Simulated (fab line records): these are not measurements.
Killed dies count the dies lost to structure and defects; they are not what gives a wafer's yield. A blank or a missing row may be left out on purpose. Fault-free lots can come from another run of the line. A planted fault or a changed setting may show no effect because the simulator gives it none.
Split-lot study | flow n5_finfet | 7 lots, 21 wafers read, on a route of 1938 steps

## ABOUT THE SPLIT
At N5_WELL_APT_EXPOSE_22 (exposes mask PWELL, defocus 0 nm, target cd 200 nm), the setting dose_mj was moved away from the recipe's 23.2 on 9 of the 21 wafers read, by -7.3% to +4.6%. This setting was run at the recipe's value on the other wafers.

## FROM THE SPLIT TO THE READING: what the file shows between them, 2 steps
- N5_WELL_APT_DEVELOP_24: develop time 45 s (also split here: develop_time_s)
- N5_WELL_APT_HARDBAKE_29: time 120 s

## THE READING
cd_nm at N5_WELL_APT_CD_MEAS_25, given in nm (cd target 200 nm). Fault-free wafers of this fab line usually give 199.2 nm, standard deviation 2.2 nm.

wafer  | tool, chamber at the split | dose_mj as run | against the recipe | cd_nm, nm | against lot-mates on the recipe
L080.2 | krf_scanner-01, 0          | 22.05          | -5.0%              | 188.7     | -10.0
L080.3 | krf_scanner-01, 0          | 22.05          | -5.0%              | 187.5     | -11.2
L080.4 | krf_scanner-01, 0          | 23.2           | recipe             | 198.7     | -
L085.3 | krf_scanner-02, 0          | 21.51          | -7.3%              | 183.8     | -16.8
L085.5 | krf_scanner-02, 0          | 23.2           | recipe             | 199.3     | -
L085.6 | krf_scanner-02, 0          | 23.2           | recipe             | 201.8     | -
L088.2 | krf_scanner-02, 0          | 24.18          | +4.2%              | 207.4     | +8.4
L088.3 | krf_scanner-02, 0          | 24.18          | +4.2%              | 207.8     | +8.8
L088.5 | krf_scanner-02, 0          | 23.2           | recipe             | 199.0     | -
L089.3 | krf_scanner-01, 0          | 23.2           | recipe             | 203.5     | -
L089.4 | krf_scanner-01, 0          | 23.85          | +2.8%              | 208.9     | +6.2
L089.6 | krf_scanner-01, 0          | 23.2           | recipe             | 201.9     | -
L090.1 | krf_scanner-02, 0          | 23.2           | recipe             | 200.6     | -
L090.4 | krf_scanner-02, 0          | 23.2           | recipe             | 196.4     | -
L090.5 | krf_scanner-02, 0          | 21.91          | -5.6%              | 190.9     | -7.6
L091.2 | krf_scanner-02, 0          | 23.2           | recipe             | 202.3     | -
L091.5 | krf_scanner-02, 0          | 23.2           | recipe             | 201.4     | -
L091.6 | krf_scanner-02, 0          | 23.2           | recipe             | 200.4     | -
L095.1 | krf_scanner-01, 0          | 24.27          | +4.6%              | 207.9     | +9.7
L095.2 | krf_scanner-01, 0          | 23.2           | recipe             | 198.2     | -
L095.4 | krf_scanner-01, 0          | 24.27          | +4.6%              | 207.5     | +9.3

FIT RESULTS
A straight line over all 21 wafers: cd_nm changes by +2.04 nm for each +1% of dose_mj; r = +0.96; the points scatter about the line by 2 nm.
The same after taking each lot's own level away (the mean of its wafers on the recipe; 21 wafers): +2.04 nm for each +1%; r = +0.98; scatter 1.3 nm.
According to that fit, moving dose_mj by its largest amount changes the reading by 15 nm.
The lots' own levels span 198.20 to 202.70 nm, that is 2.0 times the standard deviation above.
Hence the lot-to-lot level has little effect on the slope; both slopes agree.
Check: -14 nm against its lot-mates is what the line predicts for one of the wafers moved furthest among these (-7.3%) when that wafer is left out of the fit. It came out at -16.8 nm against them.

## THESE WAFERS: OTHER SPLITS
Note: prior to the reading, these wafers also went through further splits. Each is held against what the fit with the lots' levels taken away leaves over:
other split on the same wafers        | wafers away from the commonest value | r with cd_nm (lot level and that fit taken away)
N5_WELL_APT_DEVELOP_24 develop_time_s | 8                                    | -0.06

## THE WHOLE CHAIN: every reading that the file lists as answering this split, in the file's order
step                   | what it does             | reading                                                         | change (the file's fit)              | r (the file's)
N5_WELL_APT_CD_MEAS_25 | target cd 200 nm         | cd_nm                                                           | +2.03 nm for each +1% of the setting | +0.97
N5_WELL_APT_DESCUM_30  | chemistry O2, time 7.9 s | WELL_APT.cd_nm (the simulator's own value, which no gauge read) | +2.03 nm for each +1% of the setting | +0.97

## FILE'S OWN FIT
cd_nm changes by +2.03 nm for each +1% of dose_mj, r = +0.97.
